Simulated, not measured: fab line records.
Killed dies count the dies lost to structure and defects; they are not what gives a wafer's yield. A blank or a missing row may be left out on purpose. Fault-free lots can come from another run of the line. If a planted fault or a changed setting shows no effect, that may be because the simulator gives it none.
fab line records	flow n5_finfet
record: lots: 6	wafers: 18	last_day: 19
route steps=1938 shown MOL_CONTACT_COAG@545 PASSIVATION@1936
lots with no fault: from the same line, run without faults
start_h: start of the lot's first displayed wafer, in hours after the record's first day	wait_h: how many hours have passed since the lot's step before this one	" identical to the entry in the row above	L1.1+2: a single row standing in for several wafers	- no value, or no start was given	* or withheld: withheld	< > ~ a bound
route shown NAME@n: NAME is a module with steps in the file, n the number in the route of the first one	usual: average and standard deviation across the fault-free wafers	same: alike in all rows	chamber/n: place in a boat	sites: the reading at each site	_std_site: standard deviation of those values	_edge_site: mean of outer sites minus mean of inner sites	radius_mm: for every site, how far away it sits from the centre of the wafer	mask NAME#n: copy n	behind: the most recent tool/chamber to have shaped the wafer	hold: the reason the lot was held/the length of the hold in hours/how it ended	device: the n, p or np transistor that did not switch	end of line: tests run on the same wafers once the route is complete	a step with no rows: only its recipe	killed: the dies lost at the first sort to structure and to defects; this is not the yield of the wafer	map: a wafer's dies, x killed, . not, _ none there
set.NAME: setting as actually run; set.NAME@STEP: the setting as run at that earlier step	model.NAME: the simulator's own value behind a step, which no gauge read
a table for each step, a row for each wafer; lots at some steps of the route
services: a tool's chamber out of use, with start hour (start_h, from the record's first day; less than 0 if before it), hours out, and reason
== steps ==
step: N5_MOL_CONTACT_COAG_SIL_ANNEAL_21
recipe: temp_c: 550	time_s: 60	ambient: N2
usual: lamp_power_pct: 6.6/0.54	wafer_temp_C_max: 552.8/0.78
lot.wafer	tool	chamber	start_h	wait_h	lamp_power_pct	wafer_temp_C_max
L441.1	rtp_anneal-01	0	107.71	0.2	7.4	552.2
L441.3	"	0	"	"	7.4	551.9
L441.4	"	0	"	"	7.4	552.0
L446.1	rtp_anneal-02	0	138.16	0.2	6.3	552.8
L446.4	"	0	"	"	6.2	552.6
L446.6	"	0	"	"	6.2	552.8
L447.1	rtp_anneal-02	0	144.99	0.2	6.2	555.2
L447.2	"	0	"	"	6.2	554.2
L447.6	"	0	"	"	6.3	553.3
L454.1	rtp_anneal-01	0	185.17	0.2	7.4	552.1
L454.4	"	0	"	"	7.4	552.5
L454.5	"	0	"	"	7.4	552.9
L455.2	rtp_anneal-02	0	204.94	0.2	6.3	552.0
L455.4	"	0	"	"	6.2	551.9
L455.5	"	0	"	"	6.2	552.2
L459.1	rtp_anneal-02	0	224.65	0.4	6.2	553.4
L459.2	"	0	"	"	6.2	552.6
L459.3	"	0	"	"	6.2	552.9
step: N5_MOL_CONTACT_COAG_PRE_CLEAN_141
recipe: gas: H2/He	time_s: 60	temp_c: 300
step: N5_MOL_CONTACT_COAG_SPUTTER_143
recipe: material: Co	target_thk_a: 25	temp_c: 25	chamber_pressure_pa: 0.2
step: N5_MOL_CONTACT_COAG_CO_FILL_22
recipe: material: Co	target_thk_a: 200	temp_c: 200	precursor: CCTBA/H2	pressure_torr: 30
step: N5_MOL_CONTACT_COAG_ANNEAL_113
recipe: temp_c: 400	time_s: 300	ambient: H2/N2
step: N5_MOL_CONTACT_COAG_PRE_CLEAN_142
recipe: gas: H2/He	time_s: 60	temp_c: 300
usual: heater_power_w: 497/54
lot.wafer	tool	chamber	start_h	wait_h	heater_power_w
L441.1	pvd_sputter-02	-	110.87	1.6	539
L441.3	"	-	"	"	573
L441.4	"	-	"	"	523
L446.1	pvd_sputter-02	-	141.12	1.6	504
L446.4	"	-	"	"	536
L446.6	"	-	"	"	579
L447.1	pvd_sputter-03	-	148.98	2.1	467
L447.2	"	-	"	"	430
L447.6	"	-	"	"	568
L454.1	pvd_sputter-03	-	192.15	4.3	422
L454.4	"	-	"	"	463
L454.5	"	-	"	"	462
L455.2	pvd_sputter-02	-	210.66	2.7	577
L455.4	"	-	"	"	544
L455.5	"	-	"	"	508
L459.1	pvd_sputter-03	-	228.25	2.1	425
L459.2	"	-	"	"	578
L459.3	"	-	"	"	462
step: N5_MOL_CONTACT_COAG_SPUTTER_130
recipe: material: Co	target_thk_a: 475	temp_c: 25	chamber_pressure_pa: 0.5	power_w: 3000
step: N5_MOL_CONTACT_COAG_PRECLEAN_125
recipe: chemistry: DIW	time_s: 57.5	temp_c: 23
step: N5_MOL_CONTACT_COAG_SRD_126
recipe: dry_time_s: 32	dry: n2_spin	spin_rpm: 1500
step: N5_MOL_CONTACT_COAG_CMP_23
recipe: stop_on: SiO2	t_overpolish_s: 1.5	post_cmp_clean: cu_alkaline	down_force_psi: 2	platen_rpm: 50.289	pad_velocity_m_s: 1.0006	target_thk_nm: 0
usual: motor_current_A: 7.7/0.89	overpolish_run_s: 1.500/0.0089	time_to_endpoint_s: 9.8/1.9
lot.wafer	tool	chamber	start_h	wait_h	motor_current_A	overpolish_run_s	time_to_endpoint_s
L441.4	cmp-01	1	111.11	0.0	8.8	1.514	12.5
L441.1	"	2	"	"	7.3	1.503	11.4
L441.3	"	3	"	"	6.2	1.508	12.3
L446.4	cmp-01	3	141.36	0.0	6.1	1.497	9.8
L446.1	"	2	"	"	7.4	1.500	6.8
L446.6	"	0	"	"	6.5	1.504	9.6
L447.1	cmp-01	3	149.27	0.1	6.2	1.501	11.6
L447.2	"	1	"	"	8.1	1.512	15.1
L447.6	"	2	"	"	7.0	1.504	11.7
L454.4	cmp-04	2	192.39	0.0	8.1	1.500	8.0
L454.1	"	0	"	"	8.8	1.508	5.2
L454.5	"	2	"	"	8.2	1.486	9.5
L455.2	cmp-04	1	210.95	0.1	7.2	1.499	10.6
L455.4	"	3	"	"	8.3	1.507	10.3
L455.5	"	0	"	"	8.9	1.501	10.2
L459.2	cmp-04	1	228.51	0.0	7.2	1.490	10.1
L459.1	"	3	"	"	8.5	1.504	7.0
L459.3	"	0	"	"	9.2	1.488	6.4
step: N5_MOL_CONTACT_COAG_WET_ETCH_26
recipe: target: Co	target_depth_nm: 13
lot.wafer	tool	chamber	start_h	wait_h
L441.1+3+4	wet_bench-05	4,1,6	111.46	0.0
L446.1+4+6	wet_bench-05	2,6,5	141.72	0.0
L447.1+2+6	wet_bench-04	1,7,5	149.61	0.1
L454.1+4+5	wet_bench-04	7,6,5	192.75	0.0
L455.2+4+5	wet_bench-05	2,0,1	211.27	0.0
L459.1+2+3	wet_bench-04	6,5,7	228.86	0.0
step: N5_MOL_CONTACT_COAG_WET_ETCH_116
recipe: chemistry: SC1-inhibited	target_depth_nm: 4.6	dry: ipa_marangoni	rinse_time_s: 30	rinse_temp_c: 23
step: N5_MOL_CONTACT_COAG_ALD_27
recipe: material: SiOC	target_thk_a: 170	temp_c: 400	ald_precursor_family: carbosiloxane	ald_co_reactant: H2-plasma	pulse_time_s: 1.5	time_s: 2720	purge_time_s: 2	co_reactant_purge_time_s: 2	ald_cycles: 340	pressure_torr: 2
step: N5_MOL_CONTACT_COAG_CMP_28
recipe: stop_on: SiNx	t_overpolish_s: 0.85	post_cmp_clean: alkaline_brush	down_force_psi: 4.15	platen_rpm: 51.8	pad_velocity_m_s: 1.0307	target_thk_nm: 14.522
step: N5_MOL_CONTACT_COAG_ALD_123
recipe: material: SiNx	target_thk_a: 50	temp_c: 400	ald_precursor_family: SiH2I2	ald_co_reactant: N2/H2-plasma	pulse_time_s: 1	purge_time_s: 2	co_reactant_purge_time_s: 2	ald_cycles: 100	pressure_torr: 2
step: N5_MOL_CONTACT_COAG_PECVD_31
recipe: material: SiO2	target_thk_a: 460	temp_c: 400	precursor: TEOS/O2	pressure_torr: 6.5	rf_w: withheld	teos_flow_sccm: withheld	gas: O2	flow_sccm: 2650	time_s: 8.9
step: N5_MOL_CONTACT_COAG_COAT_75
recipe: resist: SOC	temp_c: 250	time_s: 60	spin_rpm: 1500	resist_thk_nm: 60
step: N5_MOL_CONTACT_COAG_COAT_76
recipe: resist: SiARC	temp_c: 220	time_s: 60	spin_rpm: 1500	resist_thk_nm: 10
step: N5_MOL_CONTACT_COAG_COAT_77
recipe: resist: underlayer	temp_c: 205	time_s: 60	spin_rpm: 1500	resist_thk_nm: 10
step: N5_MOL_CONTACT_COAG_COAT_78
recipe: resist: CAR-EUV	spin_rpm: 1500	resist_thk_nm: 40
step: N5_MOL_CONTACT_COAG_EBR_80
recipe: solvent: PGMEA	ebr_width_mm: 1.5
step: N5_MOL_CONTACT_COAG_SOFTBAKE_79
recipe: temp_c: 110	time_s: 60	resist: CAR-EUV
step: N5_MOL_CONTACT_COAG_EXPOSE_81
recipe: mask_id: VG	na: 0.33	source_shape: annular	sigma_inner: 0.3	sigma_outer: 0.7	polarization: unpolarized	defocus_nm: 0	dose_mj: 59.5
step: N5_MOL_CONTACT_COAG_PEB_82
recipe: peb_temp_c: 100	peb_time_s: 60	resist: CAR-EUV
step: N5_MOL_CONTACT_COAG_DEVELOP_83
recipe: develop_time_s: 30	developer: TMAH	resist: CAR-EUV	rinse_liquid: surfactant_rinse	dry: air_spin	dev_temp_c: 23
step: N5_MOL_CONTACT_COAG_CD_MEAS_84
recipe: target_cd_nm: 25.1	landing_energy_ev: 500	detector: se_inlens	polarity: opening
usual: cd_nm: 25.14/0.2
lot.wafer	tool	chamber	start_h	wait_h	cd_nm
L441.1	cd_sem-01	0	114.86	-	25.18
L441.3	"	0	"	"	25.06
L441.4	"	0	"	"	24.84
L446.1	cd_sem-01	0	144.93	-	25.13
L446.4	"	0	"	"	24.98
L446.6	"	0	"	"	25.19
L447.1	cd_sem-03	0	152.82	-	25.04
L447.2	"	0	"	"	25.06
L447.6	"	0	"	"	25.26
L454.1	cd_sem-01	0	195.96	-	25.05
L454.4	"	0	"	"	24.96
L454.5	"	0	"	"	25.15
L455.2	cd_sem-01	0	216.88	-	25.08
L455.4	"	0	"	"	25.15
L455.5	"	0	"	"	25.19
L459.1	cd_sem-03	0	232.63	-	25.35
L459.2	"	0	"	"	25.04
L459.3	"	0	"	"	24.99
step: N5_MOL_CONTACT_COAG_OVL_MEAS_85
recipe: points_per_wafer: 522
usual: VG_OVL: 0.2/0.65
lot.wafer	tool	chamber	start_h	wait_h	VG_OVL[nm]
L441.1	overlay-02	0	114.89	0.0	-0.4
L441.3	"	0	"	"	0.5
L441.4	"	0	"	"	0.3
L446.1	overlay-02	0	144.96	0.0	-0.4
L446.4	"	0	"	"	0.9
L446.6	"	0	"	"	0.7
L447.1	overlay-02	0	152.85	0.0	1.3
L447.2	"	0	"	"	0.0
L447.6	"	0	"	"	0.7
L454.1	overlay-02	0	195.99	0.0	-1.0
L454.4	"	0	"	"	0.5
L454.5	"	0	"	"	-0.5
L455.2	overlay-02	0	216.91	0.0	1.1
L455.4	"	0	"	"	0.3
L455.5	"	0	"	"	-0.3
L459.1	overlay-01	0	232.66	0.0	1.0
L459.2	"	0	"	"	-0.2
L459.3	"	0	"	"	0.7
step: N5_MOL_CONTACT_COAG_INSPECT_57
recipe: mode: adi	inspect_instrument: brightfield
usual: raw_defect_count: 194/50
lot.wafer	tool	chamber	start_h	wait_h	raw_defect_count
L441.1	defect_inspect-02	-	114.95	0.1	164
L441.3	"	-	"	"	201
L441.4	"	-	"	"	192
L446.1	defect_inspect-02	-	145.02	0.1	132
L446.4	"	-	"	"	106
L446.6	"	-	"	"	100
L447.1	defect_inspect-02	-	152.91	0.1	213
L447.2	"	-	"	"	301
L447.6	"	-	"	"	313
L454.1	defect_inspect-02	-	196.05	0.1	229
L454.4	"	-	"	"	200
L454.5	"	-	"	"	203
L455.2	defect_inspect-02	-	216.97	0.0	156
L455.4	"	-	"	"	264
L455.5	"	-	"	"	232
L459.1	defect_inspect-02	-	232.73	0.1	245
L459.2	"	-	"	"	312
L459.3	"	-	"	"	307
step: N5_MOL_CONTACT_COAG_DESCUM_88
recipe: chemistry: O2	time_s: 7	source_power_w: 50	bias_power_w: 20	pressure_mtorr: 20	rf_frequency_hz: 2.712e+07	temp_c: 40	resist: CAR-EUV	o2_flow_sccm: 225
usual: drypump_motor_current_A: 5.8/0.51	oes_product_au: 0.79/0.082	rf_vpp_V: 243.3/1.2	showerhead_plenum_p_Torr: 2.10/0.049	throttle_valve_pct: 20.51/0.2
lot.wafer	tool	chamber	start_h	wait_h	drypump_motor_current_A	oes_product_au	rf_hours_counter_h	rf_vpp_V	showerhead_plenum_p_Torr	throttle_valve_pct
L441.1	rie_diel-04	1	115.54	0.6	6.2	0.69	233	244.7	2.06	20.54
L441.3	"	2	"	"	5.5	0.73	157	243.0	2.09	20.65
L441.4	"	1	"	"	6.2	0.70	-	243.1	2.05	20.54
L446.1	rie_diel-01	0	145.17	0.1	6.5	0.89	40	241.7	2.05	20.30
L446.4	"	2	"	"	5.0	0.71	232	244.5	2.15	20.38
L446.6	"	1	"	"	5.6	0.77	-	244.8	2.10	20.69
L447.1	rie_diel-05	0	153.56	0.7	5.7	0.84	63	245.4	2.21	20.50
L447.2	"	3	"	"	6.0	0.82	81	242.5	2.03	20.60
L447.6	"	0	"	"	5.7	0.83	-	245.8	2.21	20.49
L454.1	rie_diel-01	0	196.08	0.0	6.5	0.86	57	242.3	2.04	20.34
L454.4	"	2	"	"	5.0	0.69	248	243.3	2.15	20.42
L454.5	"	0	"	"	6.4	0.86	-	240.4	2.04	20.33
L455.2	rie_diel-01	1	217.11	0.1	5.7	0.74	182	243.6	2.09	20.69
L455.4	"	1	"	"	5.7	0.74	-	242.4	2.09	20.69
L455.5	"	0	"	"	6.6	0.85	-	241.3	2.04	20.34
L459.1	rie_diel-04	0	232.76	0.0	6.2	0.92	11	244.0	2.14	20.19
L459.2	"	1	"	"	6.2	0.95	7	242.6	2.04	20.16
L459.3	"	3	"	"	5.5	0.89	38	245.0	2.13	20.26
step: N5_MOL_CONTACT_COAG_ETCH_89
recipe: chemistry: N2/H2	target: underlayer	target_depth_a: 130	mask_material: CAR-EUV	time_s: 10.4	ion_energy_ev: 200	pressure_mtorr: 30	source_w: 840	bias_w: 150	n2_flow_sccm: 200	h2_flow_sccm: 200	ends: cleared
step: N5_MOL_CONTACT_COAG_ETCH_90
recipe: chemistry: CF4	target: SiARC	target_depth_a: 130	mask_material: CAR-EUV	time_s: 21.7	ion_energy_ev: 80	pressure_mtorr: 40	source_w: 545	bias_w: 36	Ar_flow_sccm: 100	cf4_flow_sccm: 100	ends: cleared
step: N5_MOL_CONTACT_COAG_ALD_131
recipe: material: SiO2	target_thk_a: 50	temp_c: 100	ald_precursor_family: BDEAS	ald_co_reactant: O2-plasma	pulse_time_s: 1	co_reactant_pulse_time_s: 1	purge_time_s: 2	co_reactant_purge_time_s: 2	ald_cycles: 35	pressure_torr: 2
usual: heater_power_outer_w: 41/5.7	heater_power_w: 79/9.2	precursor_pulse_height_rel: 1.001/0.021
lot.wafer	tool	chamber	start_h	wait_h	heater_power_outer_w	heater_power_w	precursor_pulse_height_rel
L441.1	ald_sin-04	1	115.69	0.1	34	69	0.986
L441.3	"	0	"	"	42	81	0.987
L441.4	"	3	"	"	39	75	0.976
L446.1	ald_sin-02	1	145.30	0.1	40	78	0.977
L446.4	"	2	"	"	54	102	1.008
L446.6	"	3	"	"	40	75	0.994
L447.1	ald_sin-03	0	153.69	0.1	35	65	1.005
L447.2	"	3	"	"	38	71	0.985
L447.6	"	3	"	"	39	72	1.012
L454.1	ald_sin-02	1	196.22	0.1	40	79	0.986
L454.4	"	2	"	"	55	99	1.000
L454.5	"	1	"	"	41	79	0.990
L455.2	ald_sin-04	0	217.37	0.2	41	77	0.966
L455.4	"	1	"	"	35	70	0.970
L455.5	"	2	"	"	50	96	0.994
L459.1	ald_sin-04	3	232.89	0.1	37	72	1.034
L459.2	"	1	"	"	34	68	1.005
L459.3	"	2	"	"	51	92	1.003
step: N5_MOL_CONTACT_COAG_ETCHBACK_132
recipe: chemistry: CHF3	target: SiO2	target_depth_a: 100	time_s: 6.7	ion_energy_ev: 200	pressure_mtorr: 30	source_w: 610	bias_w: 170	Ar_flow_sccm: 200	CHF3_flow_sccm: 50
step: N5_MOL_CONTACT_COAG_ETCH_91
recipe: chemistry: N2/H2	target: SOC	target_depth_a: 600	overetch_a: 210	mask_material: SiARC	temp_c: 40	time_s: 101.2	ion_energy_ev: 200	pressure_mtorr: 30	source_w: 840	bias_w: 150	n2_flow_sccm: 200	h2_flow_sccm: 200
step: N5_MOL_CONTACT_COAG_STRIP_92
recipe: chemistry: N2/H2	temp_c: 40	n2_flow_sccm: 200	h2_flow_sccm: 200	rf_frequency_hz: 6e+07
step: N5_MOL_CONTACT_COAG_STRIP_93
recipe: chemistry: N2/H2	temp_c: 40	n2_flow_sccm: 200	h2_flow_sccm: 200	rf_frequency_hz: 6e+07
step: N5_MOL_CONTACT_COAG_ETCHBACK_135
recipe: chemistry: CHF3	target: SiO2	target_depth_a: 250	time_s: 16.7	ion_energy_ev: 200	pressure_mtorr: 30	source_w: 610	bias_w: 170	Ar_flow_sccm: 200	CHF3_flow_sccm: 50
step: N5_MOL_CONTACT_COAG_STRIP_118
recipe: chemistry: CHF3	resist: SiARC	rf_frequency_hz: 6e+07
step: N5_MOL_CONTACT_COAG_VIA_ETCH_46
recipe: chemistry: C4F6/O2	target_depth_a: 460	overetch_a: 92	mask_material: SOC	target: SiO2	bias_w: 455	pressure_mtorr: 10	time_s: 40	source_w: 325	Ar_flow_sccm: 300	C4F6_flow_sccm: 10	O2_flow_sccm: 10	ion_energy_ev: 575.3	ends: end_point
step: N5_PASSIVATION_PROBE_49
usual: defect_limited_yield: 91.6/1.6	killed_at_M0_to_M3: 32/9.7	killed_at_M4_up: 13/4.4	killed_at_contacts: 12/6.5	killed_at_front_end: 38/12	killed_at_other: 3.7/3	killed_dies: 99/18	killed_on_rim: 13/3.9	killed_open: 66/14	killed_short: 32/7.5	sort_bin_5_function: 4.9/1	sort_bin_6_memory: 3.2/0.73	sort_n_pass: 1081/18	sort_yield_pct: 91.6/1.6
same: gross_dies: 1180	killed_at_back_side: 0	sort_bin_4_leakage[%]: 0	sort_bin_8_speed[%]: 0
lot.wafer	tool	chamber	start_h	wait_h	defect_limited_yield[%]	killed_at_M0_to_M3	killed_at_M4_up	killed_at_contacts	killed_at_front_end	killed_at_other	killed_dies	killed_on_rim	killed_open	killed_short	sort_bin_5_function[%]	sort_bin_6_memory[%]	sort_n_pass	sort_yield_pct[%]
L454.1	prober-01	-	419.29	0.0	0	27	14	1100	33	6	1180	152	58	27	97.0	2.7	0	0
L454.4	prober-01	-	419.44	0.2	0	31	12	1098	36	3	1180	152	61	26	97.1	2.6	0	0
L454.5	prober-01	-	419.49	0.2	0	20	9	1125	22	4	1180	152	43	23	97.4	2.4	0	0
L455.2	prober-01	-	448.20	0.1	0	44	18	1082	36	0	1180	152	75	36	96.6	3.3	0	0
L455.4	prober-01	-	448.30	0.2	0	31	16	1081	51	1	1180	152	81	31	95.9	3.7	0	0
L455.5	prober-01	-	448.35	0.2	0	59	12	1072	36	1	1180	152	73	45	95.8	3.8	0	0
killed by level:class
L454.1 MOL_CONTACT_COAG:area_etch=1094 BEOL_M3:geometric_particle:open=12 MOL_CONTACT_COAG:geometric_particle:open=6 FIN_SAQP:geometric_particle:short=5 BEOL_M0_SAQP:geometric_particle:open=5 FIN_SAQP:geometric_particle:open=4 DUMMY_GATE:geometric_particle:open=4 GATE_CUT:geometric_particle:short=4
L454.4 MOL_CONTACT_COAG:area_etch=1091 BEOL_M3:geometric_particle:open=9 FIN_SAQP:geometric_particle:open=8 FIN_SAQP:geometric_particle:short=7 BEOL_M0_SAQP:geometric_particle:open=7 MOL_CONTACT_COAG:geometric_particle:open=5 BEOL_M2:geometric_particle:open=5 ILD0:geometric_particle:short=4
L454.5 MOL_CONTACT_COAG:area_etch=1114 MOL_CONTACT_COAG:geometric_particle:open=9 DUMMY_GATE:geometric_particle:open=4 BEOL_M0_SAQP:geometric_particle:open=4 BEOL_M2:geometric_particle:open=4 BEOL_M3:geometric_particle:open=4 FIN_SAQP:geometric_particle:open=3 STI_FIN_REVEAL:geometric_particle:open=3
L455.2 MOL_CONTACT_COAG:area_etch=1069 BEOL_M1:geometric_particle:open=14 BEOL_M0_SAQP:geometric_particle:short=11 MOL_CONTACT_COAG:geometric_particle:open=10 FIN_SAQP:geometric_particle:short=8 DUMMY_GATE:geometric_particle:open=8 FIN_SAQP:geometric_particle:open=4 STI_FIN_REVEAL:geometric_particle:open=4
L455.4 MOL_CONTACT_COAG:area_etch=1068 MOL_CONTACT_COAG:geometric_particle:open=13 DUMMY_GATE:geometric_particle:open=12 STI_FIN_REVEAL:geometric_particle:open=11 BEOL_M0_SAQP:geometric_particle:short=7 BEOL_M0_SAQP:geometric_particle:open=7 BEOL_M1:geometric_particle:open=6 FIN_SAQP:geometric_particle:open=5
L455.5 MOL_CONTACT_COAG:area_etch=1062 BEOL_M0_SAQP:geometric_particle:short=18 BEOL_M0_SAQP:geometric_particle:open=13 MOL_CONTACT_COAG:geometric_particle:open=9 BEOL_M1:geometric_particle:open=9 BEOL_M2:geometric_particle:open=7 BEOL_M3:geometric_particle:open=7 FIN_SAQP:geometric_particle:short=6
map L454.1 (x killed, . not)
_________________xxxxxxxxxxxx________________
______________xxxxxxxxxxxxxxxxxx_____________
___________xxxxxxxxxxxxxxxxxxxxxxxx__________
__________xxxxxxxxxxxxxxxxxxxxxxxxxx_________
________xxxxxxxxxxxxxxxxxxxxxxxxxxxxxx_______
_______xxxxxxxxxxxxxxxxxxxxxxxxxxxxxxxx______
______xxxxxxxxxxxxxxxxxxxxxxxxxxxxxxxxxx_____
_____xxxxxxxxxxxxxxxxxxxxxxxxxxxxxxxxxxxx____
____xxxxxxxxxxxxxxxxxxxxxxxxxxxxxxxxxxxxxx___
___xxxxxxxxxxxxxxxxxxxxxxxxxxxxxxxxxxxxxxxx__
___xxxxxxxxxxxxxxxxxxxxxxxxxxxxxxxxxxxxxxxx__
__xxxxxxxxxxxxxxxxxxxxxxxxxxxxxxxxxxxxxxxxxx_
__xxxxxxxxxxxxxxxxxxxxxxxxxxxxxxxxxxxxxxxxxx_
_xxxxxxxxxxxxxxxxxxxxxxxxxxxxxxxxxxxxxxxxxxxx
_xxxxxxxxxxxxxxxxxxxxxxxxxxxxxxxxxxxxxxxxxxxx
_xxxxxxxxxxxxxxxxxxxxxxxxxxxxxxxxxxxxxxxxxxxx
_xxxxxxxxxxxxxxxxxxxxxxxxxxxxxxxxxxxxxxxxxxxx
_xxxxxxxxxxxxxxxxxxxxxxxxxxxxxxxxxxxxxxxxxxxx
_xxxxxxxxxxxxxxxxxxxxxxxxxxxxxxxxxxxxxxxxxxxx
_xxxxxxxxxxxxxxxxxxxxxxxxxxxxxxxxxxxxxxxxxxxx
_xxxxxxxxxxxxxxxxxxxxxxxxxxxxxxxxxxxxxxxxxxxx
__xxxxxxxxxxxxxxxxxxxxxxxxxxxxxxxxxxxxxxxxxx_
__xxxxxxxxxxxxxxxxxxxxxxxxxxxxxxxxxxxxxxxxxx_
___xxxxxxxxxxxxxxxxxxxxxxxxxxxxxxxxxxxxxxxx__
___xxxxxxxxxxxxxxxxxxxxxxxxxxxxxxxxxxxxxxxx__
____xxxxxxxxxxxxxxxxxxxxxxxxxxxxxxxxxxxxxx___
_____xxxxxxxxxxxxxxxxxxxxxxxxxxxxxxxxxxxx____
______xxxxxxxxxxxxxxxxxxxxxxxxxxxxxxxxxx_____
_______xxxxxxxxxxxxxxxxxxxxxxxxxxxxxxxx______
________xxxxxxxxxxxxxxxxxxxxxxxxxxxxxx_______
__________xxxxxxxxxxxxxxxxxxxxxxxxxx_________
___________xxxxxxxxxxxxxxxxxxxxxxxx__________
______________xxxxxxxxxxxxxxxxxx_____________
_________________xxxxxxxxxxxx________________
map L455.2 (x killed, . not)
_________________xxxxxxxxxxxx________________
______________xxxxxxxxxxxxxxxxxx_____________
___________xxxxxxxxxxxxxxxxxxxxxxxx__________
__________xxxxxxxxxxxxxxxxxxxxxxxxxx_________
________xxxxxxxxxxxxxxxxxxxxxxxxxxxxxx_______
_______xxxxxxxxxxxxxxxxxxxxxxxxxxxxxxxx______
______xxxxxxxxxxxxxxxxxxxxxxxxxxxxxxxxxx_____
_____xxxxxxxxxxxxxxxxxxxxxxxxxxxxxxxxxxxx____
____xxxxxxxxxxxxxxxxxxxxxxxxxxxxxxxxxxxxxx___
___xxxxxxxxxxxxxxxxxxxxxxxxxxxxxxxxxxxxxxxx__
___xxxxxxxxxxxxxxxxxxxxxxxxxxxxxxxxxxxxxxxx__
__xxxxxxxxxxxxxxxxxxxxxxxxxxxxxxxxxxxxxxxxxx_
__xxxxxxxxxxxxxxxxxxxxxxxxxxxxxxxxxxxxxxxxxx_
_xxxxxxxxxxxxxxxxxxxxxxxxxxxxxxxxxxxxxxxxxxxx
_xxxxxxxxxxxxxxxxxxxxxxxxxxxxxxxxxxxxxxxxxxxx
_xxxxxxxxxxxxxxxxxxxxxxxxxxxxxxxxxxxxxxxxxxxx
_xxxxxxxxxxxxxxxxxxxxxxxxxxxxxxxxxxxxxxxxxxxx
_xxxxxxxxxxxxxxxxxxxxxxxxxxxxxxxxxxxxxxxxxxxx
_xxxxxxxxxxxxxxxxxxxxxxxxxxxxxxxxxxxxxxxxxxxx
_xxxxxxxxxxxxxxxxxxxxxxxxxxxxxxxxxxxxxxxxxxxx
_xxxxxxxxxxxxxxxxxxxxxxxxxxxxxxxxxxxxxxxxxxxx
__xxxxxxxxxxxxxxxxxxxxxxxxxxxxxxxxxxxxxxxxxx_
__xxxxxxxxxxxxxxxxxxxxxxxxxxxxxxxxxxxxxxxxxx_
___xxxxxxxxxxxxxxxxxxxxxxxxxxxxxxxxxxxxxxxx__
___xxxxxxxxxxxxxxxxxxxxxxxxxxxxxxxxxxxxxxxx__
____xxxxxxxxxxxxxxxxxxxxxxxxxxxxxxxxxxxxxx___
_____xxxxxxxxxxxxxxxxxxxxxxxxxxxxxxxxxxxx____
______xxxxxxxxxxxxxxxxxxxxxxxxxxxxxxxxxx_____
_______xxxxxxxxxxxxxxxxxxxxxxxxxxxxxxxx______
________xxxxxxxxxxxxxxxxxxxxxxxxxxxxxx_______
__________xxxxxxxxxxxxxxxxxxxxxxxxxx_________
___________xxxxxxxxxxxxxxxxxxxxxxxx__________
______________xxxxxxxxxxxxxxxxxx_____________
_________________xxxxxxxxxxxx________________
== services ==
tool	chamber	start_h	hours	kind
ald_sin-02	-	85.54	14.0	pm
pvd_sputter-02	-	89.24	1.1	repair
pvd_sputter-03	-	90.37	24.8	repair
cmp-04	-	113.89	0.6	repair
rie_diel-04	-	119.54	2.3	repair
ald_sin-02	1	121.26	3.1	repair
cmp-04	-	131.11	6.7	pm
rie_diel-05	-	132.88	14.6	pm
cmp-01	-	141.80	2.4	repair
ald_sin-02	1	154.93	13.9	repair
rie_diel-05	1	173.90	8.8	repair
rie_diel-04	1	176.16	8.1	repair
ald_sin-04	-	178.82	14.0	pm
ald_sin-04	0	178.82	14.0	vent_cycle
ald_sin-04	1	178.82	16.7	vent_cycle
ald_sin-04	2	178.82	14.0	vent_cycle
rie_diel-01	0	182.28	1.9	repair
ald_sin-02	3	182.80	13.9	repair
cmp-04	-	182.94	5.0	pm
wet_bench-04	-	185.28	1.9	pm
rie_diel-01	2	190.80	1.6	repair
rie_diel-04	0	214.62	7.9	repair
ald_sin-02	0	225.75	11.5	repair
rtp_anneal-02	-	226.87	3.0	pm
== key ==
first_sign: step: N5_PASSIVATION_PROBE_49	reading: killed_at_contacts	direction: up	sigmas: 99+	usual: 12	struck: 1093
effect: step: N5_PASSIVATION_PROBE_49	reading: sort_bin_5_function	direction: up	sigmas: 90	usual: 4.9	struck: 96.6
more_kills_born_at: N5_MOL_CONTACT_COAG_WET_ETCH_26@wet_bench-04: 3299	N5_MOL_CONTACT_COAG_WET_ETCH_26@wet_bench-05: 3199
met_at N5_MOL_CONTACT_COAG_WET_ETCH_26
struck_wafers L454.1,L454.4,L454.5,L455.2,L455.4,L455.5
later_rows_left_out L454.1,L454.4,L454.5,L455.2,L455.4,L455.5
onset_between 149.61 192.75
also_fits N5_MOL_CONTACT_COAG_DESCUM_88:rie_diel-01
fault: kind: skipped_step_whole	tool: wet_bench-04,wet_bench-05	chamber: -	onset_h: 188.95	steps: N5_MOL_CONTACT_COAG_WET_ETCH_26	scope: struck_lots_only
later_rows_left_out: the simulator's readings of these wafers behind a module that went badly wrong aren't trusted and aren't shown, but for the sort
